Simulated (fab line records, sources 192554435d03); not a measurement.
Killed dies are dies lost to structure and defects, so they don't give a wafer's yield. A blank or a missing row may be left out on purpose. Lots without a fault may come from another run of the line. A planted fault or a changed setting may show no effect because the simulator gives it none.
Chamber matching | flow n5_finfet | N5_STI_FIN_REVEAL_ETCH_34 on rie_si-05: 4 sister chambers
The step etches Si in H2, material Si, target depth 0.97 nm. 4 wafers are shown with their chamber, then 8 later ones without.

WAFERS WITH THEIR CHAMBER
wafer  | chamber | drypump_motor_current_A (A)
L087.1 | 1       | 6.1
L087.5 | 2       | 5.6
L088.5 | 3       | 5.1
L089.2 | 0       | 5.8

WAFERS WITHOUT THEIR CHAMBER
wafer  | drypump_motor_current_A (A)
L089.3 | 5.0
L089.5 | 5.8
L092.1 | 5.0
L092.2 | 6.2
L092.5 | 6.2
L097.1 | 5.6
L097.3 | 5.8
L097.6 | 5.6

WHICH CHAMBER EACH WENT THROUGH
wafer  | from the rows above | in truth
L089.3 | 3                   | 3
L089.5 | 0                   | 0
L092.1 | 3                   | 3
L092.2 | 1                   | 1
L092.5 | 1                   | 1
L097.1 | 2                   | 2
L097.3 | 0                   | 0
L097.6 | 2                   | 2
Placed correctly: 8 of 8. Can't be placed from these rows: 0. Placed wrongly: 0.
How it was worked out, from the rows above alone: a wafer's distance from a chamber is the root of the sum, over the readings, of the square of ((its reading less the chamber's mean) divided by the reading's scatter). The wafer belongs to the nearest chamber; if the next one is less than 2 further off, it can't be placed. A chamber's mean is the mean of its shown wafers. The scatter: with one shown wafer a chamber, the root of the mean of the squares of how far each hidden wafer lies from its nearest shown one.
